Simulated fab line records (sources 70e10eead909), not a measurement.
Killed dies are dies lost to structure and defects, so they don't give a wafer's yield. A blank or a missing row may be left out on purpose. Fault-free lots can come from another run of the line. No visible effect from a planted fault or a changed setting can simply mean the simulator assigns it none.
Matching of chambers / flow nandHarc / rieDiel-02 running NHARC_P_BONDPAD_DESCUM_11: 4 sister chambers
The step chemistry O2, time 3 s. 8 wafers are shown with their chamber, then 11 later ones without.

WAFERS, EACH WITH ITS CHAMBER
wafer=L083.2; chamber=2; drypumpMotorCurrentA (A)=6.4; oesProductAu (a.u.)=1.007
wafer=L085.1; chamber=3; drypumpMotorCurrentA (A)=5.7; oesProductAu (a.u.)=0.995
wafer=L085.3; chamber=1; drypumpMotorCurrentA (A)=5.7; oesProductAu (a.u.)=1.001
wafer=L085.6; chamber=1; drypumpMotorCurrentA (A)=5.7; oesProductAu (a.u.)=0.996
wafer=L087.1; chamber=2; drypumpMotorCurrentA (A)=6.3; oesProductAu (a.u.)=1.016
wafer=L087.2; chamber=0; drypumpMotorCurrentA (A)=6.0; oesProductAu (a.u.)=0.991
wafer=L087.6; chamber=3; drypumpMotorCurrentA (A)=5.7; oesProductAu (a.u.)=0.988
wafer=L089.2; chamber=0; drypumpMotorCurrentA (A)=6.0; oesProductAu (a.u.)=0.997

WAFERS WITH NO CHAMBER GIVEN
wafer=L089.4; drypumpMotorCurrentA (A)=5.8; oesProductAu (a.u.)=0.989
wafer=L089.5; drypumpMotorCurrentA (A)=5.8; oesProductAu (a.u.)=0.990
wafer=L088.3; drypumpMotorCurrentA (A)=5.7; oesProductAu (a.u.)=1.005
wafer=L088.5; drypumpMotorCurrentA (A)=6.0; oesProductAu (a.u.)=0.998
wafer=L088.6; drypumpMotorCurrentA (A)=5.7; oesProductAu (a.u.)=1.016
wafer=L094.1; drypumpMotorCurrentA (A)=5.7; oesProductAu (a.u.)=0.999
wafer=L094.4; drypumpMotorCurrentA (A)=5.7; oesProductAu (a.u.)=1.003
wafer=L094.5; drypumpMotorCurrentA (A)=5.7; oesProductAu (a.u.)=0.999
wafer=L097.1; drypumpMotorCurrentA (A)=6.3; oesProductAu (a.u.)=1.011
wafer=L097.3; drypumpMotorCurrentA (A)=5.7; oesProductAu (a.u.)=0.993
wafer=L097.4; drypumpMotorCurrentA (A)=6.0; oesProductAu (a.u.)=1.005

THE CHAMBER EACH PASSED THROUGH
wafer=L089.4; from the rows above=can't be placed: 3 or 1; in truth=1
wafer=L089.5; from the rows above=can't be placed: 3 or 1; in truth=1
wafer=L088.3; from the rows above=can't be placed: 1 or 3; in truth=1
wafer=L088.5; from the rows above=0; in truth=0
wafer=L088.6; from the rows above=can't be placed: 1 or 3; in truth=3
wafer=L094.1; from the rows above=can't be placed: 1 or 3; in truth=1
wafer=L094.4; from the rows above=can't be placed: 1 or 3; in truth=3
wafer=L094.5; from the rows above=can't be placed: 1 or 3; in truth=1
wafer=L097.1; from the rows above=2; in truth=2
wafer=L097.3; from the rows above=can't be placed: 3 or 1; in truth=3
wafer=L097.4; from the rows above=0; in truth=0
3 of 11 placed correctly. Not placeable from these rows: 8 (in 8, the candidates include the true chamber). 0 placed wrongly.
How it was worked out, from the rows above alone: a wafer's distance from a chamber is the root of the sum, over the readings, of the square of ((its reading less the chamber's mean) divided by the reading's scatter). If the next closest chamber is less than 2 further off than the closest, the wafer can't be placed; otherwise it belongs to the closest. A chamber's mean is the mean of its shown wafers. The scatter: the root of (the sum of the squares of (reading less its chamber's mean) over the shown wafers, divided by (wafers less chambers)).
